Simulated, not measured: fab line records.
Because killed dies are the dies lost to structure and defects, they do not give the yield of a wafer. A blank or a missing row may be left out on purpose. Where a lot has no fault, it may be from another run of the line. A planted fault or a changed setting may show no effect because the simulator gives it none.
fab line records	flow nand-harc
record: lots: 6	wafers: 18	last-day: 23
route steps=1159 shown P_CONTACT@241 P_M0@253
lots that met no fault: taken from a fault-free run of the same line
start-h: hours from the record's first day to the start of the lot's first wafer shown	wait-h: hours from the lot's prior step to this one	" as in the row above	L1.1+2: a row that stands for several wafers	- no value present, or no start provided	* or withheld: withheld	< > ~ a bound
route shown NAME@n: NAME is a module with steps in the file, n the number in the route of the first one	usual: mean/standard deviation of fault-free wafers	same: alike in all rows	chamber/n: place in a boat	sites: readings site by site	_std_site: how widely they spread, as a standard deviation	_edge_site: mean of outer sites minus mean of inner sites	radius-mm: how far each site lies from the wafer's centre	mask NAME#n: copy n	behind: the tool/chamber that last shaped the wafer	hold: reason for holding the lot/hours on hold/outcome of the hold	device: which transistor (n, p or np) failed to switch	end of line: at the end of the route, the tests of the same wafers	a step without rows: its recipe alone	killed: count of dies lost to structure and defects at first sort (not the wafer's yield)	map: a wafer's dies, x killed, . not, _ none there
set.NAME: the run value of the setting; set.NAME@STEP: its run value at that earlier step	model.NAME: the simulator's own value behind a step, which no gauge read
lots at some steps of the route; a table a step, a row a wafer
services: the hour from which a tool's chamber was out of use, counted from the record's first day as start-h (under 0 if before that day), plus the number of hours and why
== steps ==
step: NHARC_P_CONTACT_CD_MEAS_19
usual: cd-nm: 89.9/1.1
lot.wafer	tool	chamber	start-h	wait-h	cd-nm
L417.3	cd-sem-02	-	137.14	-	90.5
L417.4	"	-	"	"	90.5
L417.5	"	-	"	"	89.6
L421.2	cd-sem-03	-	154.31	-	91.0
L421.4	"	-	"	"	88.2
L421.5	"	-	"	"	89.4
L420.2	cd-sem-01	-	155.02	-	89.2
L420.3	"	-	"	"	91.9
L420.4	"	-	"	"	87.9
L422.1	cd-sem-02	-	170.02	-	90.1
L422.2	"	-	"	"	90.7
L422.3	"	-	"	"	90.4
L430.2	cd-sem-01	-	209.98	-	88.8
L430.4	"	-	"	"	90.8
L430.5	"	-	"	"	89.0
L434.2	cd-sem-02	-	232.25	-	89.8
L434.3	"	-	"	"	88.9
L434.4	"	-	"	"	88.6
step: NHARC_P_CONTACT_STRIP_28
recipe: o2-flow-sccm: 500	ar-flow-sccm: 0	bias-w: 0	chemistry: O2
usual: drypump-motor-current-A: 5.5/0.49	oes-product-au: 1.000/0.0071	rf-vpp-V: 57.6/0.91	showerhead-plenum-p-Torr: 3.51/0.14	throttle-valve-pct: 17.037/0.0091
lot.wafer	tool	chamber	start-h	wait-h	drypump-motor-current-A	oes-product-au	rf-hours-counter-h	rf-vpp-V	showerhead-plenum-p-Torr	throttle-valve-pct
L417.4	rie-diel-03	0	137.21	0.1	4.9	1.008	10	58.2	3.64	17.042
L417.3	"	1	"	"	4.6	0.989	9	57.1	3.55	17.029
L417.5	"	0	"	"	4.9	1.001	-	59.1	3.64	17.046
L421.4	rie-diel-03	0	154.38	0.1	4.8	1.003	11	59.1	3.64	17.027
L421.2	"	1	"	"	4.7	1.007	10	56.2	3.55	17.034
L421.5	"	0	"	"	4.8	0.996	-	57.1	3.64	17.040
L420.2	rie-diel-08	3	155.09	0.1	5.7	1.006	6	57.3	3.47	17.031
L420.3	"	1	"	"	5.2	1.001	5	57.0	3.64	17.029
L420.4	"	0	"	"	6.0	1.005	-	59.4	3.70	17.043
L422.1	rie-diel-03	3	170.11	0.1	5.6	1.007	12	56.9	3.31	17.046
L422.3	"	0	"	"	4.8	1.004	13	58.6	3.64	17.043
L422.2	"	1	"	"	4.6	1.005	11	58.0	3.55	17.032
L430.4	rie-diel-08	2	210.07	0.1	5.6	0.994	21	58.3	3.38	17.036
L430.2	"	1	"	"	5.1	0.991	28	58.1	3.63	17.031
L430.5	"	2	"	"	5.6	0.995	-	57.8	3.38	17.044
L434.4	rie-diel-12	3	232.33	0.1	6.4	1.001	4	57.3	3.31	17.043
L434.2	"	0	"	"	5.4	0.994	4	58.4	3.54	17.044
L434.3	"	1	"	"	5.4	1.004	3	56.4	3.69	17.034
step: NHARC_P_CONTACT_STRIP_29
recipe: time-s: 1200	temp-c: 72.5	chemistry: post-etch-residue-remover
step: NHARC_P_CONTACT_DEGAS_38
recipe: temp-c: 300	time-s: 60
usual: heater-power-w: 450/45
lot.wafer	tool	chamber	start-h	wait-h	heater-power-w
L417.3	pvd-sputter-01	-	137.87	-	452
L417.4	"	-	"	"	437
L417.5	"	-	"	"	389
L421.2	pvd-sputter-03	-	155.04	-	508
L421.4	"	-	"	"	394
L421.5	"	-	"	"	461
L420.3	pvd-sputter-02	-	155.77	-	528
L420.2	"	-	"	"	520
L420.4	"	-	"	"	494
L422.2	pvd-sputter-02	-	170.74	-	494
L422.1	"	-	"	"	531
L422.3	"	-	"	"	531
L430.4	pvd-sputter-03	-	210.72	-	453
L430.2	"	-	"	"	510
L430.5	"	-	"	"	387
L434.3	pvd-sputter-01	-	232.97	-	457
L434.2	"	-	"	"	423
L434.4	"	-	"	"	462
step: NHARC_P_CONTACT_PRE_CLEAN_39
recipe: time-s: 19.5	bias-v: 250	gas: Ar
step: NHARC_P_CONTACT_PVD_32
recipe: target-thk-a: 50	chamber-pressure-pa: 5	power-w: 5000	substrate-temp-c: 200	time-s: 17.7	material: Ti
usual: chamber-pressure-pa: 4.998/0.011	throttle-valve-pct: 30.3/0.85
lot.wafer	tool	chamber	start-h	wait-h	chamber-pressure-pa	throttle-valve-pct
L417.3	pvd-sputter-01	-	-	-	5.000	29.7
L417.4	"	-	"	"	4.998	30.5
L417.5	"	-	"	"	5.000	29.7
L421.2	pvd-sputter-03	-	-	-	5.002	31.0
L421.4	"	-	"	"	4.998	29.4
L421.5	"	-	"	"	5.010	31.0
L420.3	pvd-sputter-02	-	-	-	4.995	30.7
L420.2	"	-	"	"	5.018	28.3
L420.4	"	-	"	"	4.981	30.1
L422.3	pvd-sputter-02	-	-	-	5.002	30.3
L422.2	"	-	"	"	4.985	30.1
L422.1	"	-	"	"	4.997	28.3
L430.4	pvd-sputter-03	-	-	-	5.013	30.9
L430.2	"	-	"	"	4.983	31.1
L430.5	"	-	"	"	4.994	30.7
L434.3	pvd-sputter-01	-	-	-	5.011	29.3
L434.2	"	-	"	"	5.018	30.6
L434.4	"	-	"	"	4.985	31.4
step: NHARC_P_CONTACT_ALD_22
recipe: target-thk-a: 30	pulse-time-s: 1	ald-cycles: 150	temp-c: 450	material: TiN
usual: heater-power-w: 1092/100	precursor-pulse-height-rel: 1.002/0.018
lot.wafer	tool	chamber	start-h	wait-h	heater-power-w	precursor-pulse-height-rel	since-wet-clean-h
L417.4	ald-metal-02	3	138.14	-	1225	0.993	120
L417.3	"	0	"	"	1096	1.019	120
L417.5	"	2	"	"	1172	1.005	-
L421.2	ald-metal-04	1	155.26	-	1212	1.025	95
L421.4	"	3	"	"	1217	1.004	95
L421.5	"	2	"	"	982	1.010	-
L420.4	ald-metal-01	1	156.01	-	954	0.958	44
L420.2	"	2	"	"	1157	1.003	44
L420.3	"	3	"	"	1098	0.981	44
L422.2	ald-metal-01	3	170.97	-	1108	1.006	59
L422.3	"	0	"	"	1038	1.001	59
L422.1	"	2	"	"	1186	1.007	59
L430.4	ald-metal-04	0	210.95	-	1155	0.999	151
L430.2	"	1	"	"	1210	1.010	151
L430.5	"	0	"	"	1230	1.009	-
L434.2	ald-metal-02	2	233.20	-	1104	1.005	37
L434.3	"	3	"	"	1173	1.001	37
L434.4	"	0	"	"	1061	1.009	37
step: NHARC_P_CONTACT_CVD_23
recipe: target-thk-a: 2000	temp-c: 300	pressure-torr: 40	wf6-flow-sccm: 40	h2-flow-sccm: 1600	ar-flow-sccm: 1560	time-s: 557	material: W
step: NHARC_P_CONTACT_CMP_24
recipe: t-overpolish-s: 30	target-thk-nm: 200
usual: motor-current-A: 11.9/1.1	overpolish-run-s: 30.000/0.009	time-to-endpoint-s: 38.8/2.5
lot.wafer	tool	chamber	start-h	wait-h	motor-current-A	overpolish-run-s	time-to-endpoint-s
L417.3	cmp-02	0	142.39	0.3	12.1	30.002	36.1
L417.4	"	1	"	"	11.9	29.992	36.4
L417.5	"	3	"	"	11.3	29.994	40.6
L421.4	cmp-03	3	164.09	0.4	11.8	30.010	39.5
L421.2	"	1	"	"	12.9	29.992	37.9
L421.5	"	2	"	"	12.7	29.995	38.6
L420.2	cmp-04	0	164.19	0.6	9.5	29.990	37.4
L420.4	"	1	"	"	11.0	29.989	36.8
L420.3	"	2	"	"	11.8	30.003	37.1
L422.1	cmp-02	3	171.82	0.6	10.1	30.000	38.5
L422.3	"	1	"	"	12.5	29.990	39.1
L422.2	"	2	"	"	12.5	30.001	42.2
L430.2	cmp-04	3	212.11	0.6	11.4	30.017	41.0
L430.4	"	1	"	"	10.8	30.000	38.8
L430.5	"	3	"	"	11.0	29.995	40.9
L434.2	cmp-04	2	234.07	0.6	11.3	29.992	42.2
L434.3	"	3	"	"	11.8	30.017	41.7
L434.4	"	0	"	"	9.9	30.001	40.7
step: NHARC_P_CONTACT_SRD_26
step: NHARC_P_CONTACT_INSPECT_27
usual: raw-defect-count: 317/120
lot.wafer	tool	chamber	start-h	wait-h	raw-defect-count
L417.3	defect-inspect-01	-	142.77	0.1	358
L417.4	"	-	"	"	406
L417.5	"	-	"	"	297
L421.2	defect-inspect-02	-	164.47	0.1	284
L421.4	"	-	"	"	174
L421.5	"	-	"	"	231
L420.2	defect-inspect-01	-	164.57	0.1	344
L420.3	"	-	"	"	167
L420.4	"	-	"	"	222
L422.1	defect-inspect-01	-	172.23	0.1	335
L422.2	"	-	"	"	323
L422.3	"	-	"	"	269
L430.2	defect-inspect-01	-	212.52	0.1	293
L430.4	"	-	"	"	356
L430.5	"	-	"	"	443
L434.2	defect-inspect-01	-	234.48	0.1	78
L434.3	"	-	"	"	278
L434.4	"	-	"	"	254
step: NHARC_P_M0_DEP_00
recipe: target-thk-a: 1500	target-thk-nm: 150	temp-c: withheld	pressure-torr: 5	flow-sccm: 200	rf-w: 600	material: SiOC
usual: chamber-pressure-Torr: 4.999/0.011	rf-fwd-power-W: 599.1/1.7
lot.wafer	tool	chamber	start-h	wait-h	chamber-pressure-Torr	rf-fwd-power-W	since-wet-clean-h
L417.3	pecvd-02	1	142.93	0.2	4.998	595.6	158
L417.4	"	2	"	"	4.998	598.5	-
L417.5	"	1	"	"	5.010	599.9	-
L421.2	pecvd-01	1	164.58	0.1	-	-	-
L421.5	"	1	"	"	-	-	-
L421.4	"	2	"	"	-	-	-
L420.3	pecvd-03	1	164.68	0.1	-	-	-
L420.2	"	2	"	"	-	-	-
L420.4	"	0	"	"	-	-	-
L422.2	pecvd-01	2	172.36	0.1	5.007	597.5	103
L422.3	"	0	"	"	5.022	600.5	103
L422.1	"	1	"	"	5.003	600.7	103
L430.2	pecvd-03	0	212.68	0.2	4.999	598.2	89
L430.4	"	2	"	"	5.004	597.4	-
L430.5	"	0	"	"	5.001	599.7	-
L434.3	pecvd-01	1	234.54	0.1	4.990	601.0	165
L434.2	"	2	"	"	5.009	600.1	165
L434.4	"	2	"	"	4.996	599.8	-
step: NHARC_P_M0_DEHYDRATE_01
recipe: temp-c: 150	time-s: 120
== services ==
tool	chamber	start-h	hours	kind
rie-diel-08	-	125.09	9.0	pm
ald-metal-01	-	127.39	0.8	repair
cmp-02	-	128.50	4.0	pm
cmp-04	-	128.89	0.8	repair
ald-metal-01	-	140.96	0.3	repair
pecvd-02	1	143.85	4.5	repair
rie-diel-08	1	145.86	2.9	repair
cmp-02	-	149.03	1.2	repair
rie-diel-08	2	152.10	4.1	repair
pvd-sputter-01	-	158.00	10.0	pm
rie-diel-08	2	166.92	11.7	repair
ald-metal-02	1	179.34	5.2	repair
cmp-04	-	183.22	1.6	repair
ald-metal-02	-	186.00	10.0	pm
rie-diel-08	2	188.28	1.8	repair
cmp-04	-	203.13	4.0	pm
cmp-02	-	209.57	1.7	repair
pvd-sputter-02	-	214.00	10.0	pm
rie-diel-03	-	215.33	9.0	pm
rie-diel-08	-	219.92	0.8	repair
cmp-02	-	226.50	4.0	pm
ald-metal-01	1	227.63	4.1	repair
ald-metal-04	-	228.00	10.0	pm
rie-diel-03	0	234.57	6.3	repair
== key ==
first-sign: step: NHARC_P_M0_DEP_00	reading: tool-record	direction: missing
effect none on later readings
met-at NHARC_P_M0_DEP_00
struck-wafers L420.2,L420.3,L420.4,L421.2,L421.4,L421.5
later-rows-left-out L420.2,L420.3,L420.4,L421.2,L421.4,L421.5
sort-left-out L420.2,L420.3,L420.4,L421.2,L421.4,L421.5
fault: kind: skipped-step-whole	tool: pecvd-01,pecvd-03	chamber: -	onset-h: 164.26	steps: NHARC_P_M0_DEP_00	scope: struck-lots-only
sort-left-out: the simulated sort isn't trusted on such a fault, so these wafers' sort isn't shown, and their yield isn't known
later-rows-left-out: the simulator's readings of these wafers behind a module that went badly wrong aren't trusted and aren't shown, but for the sort
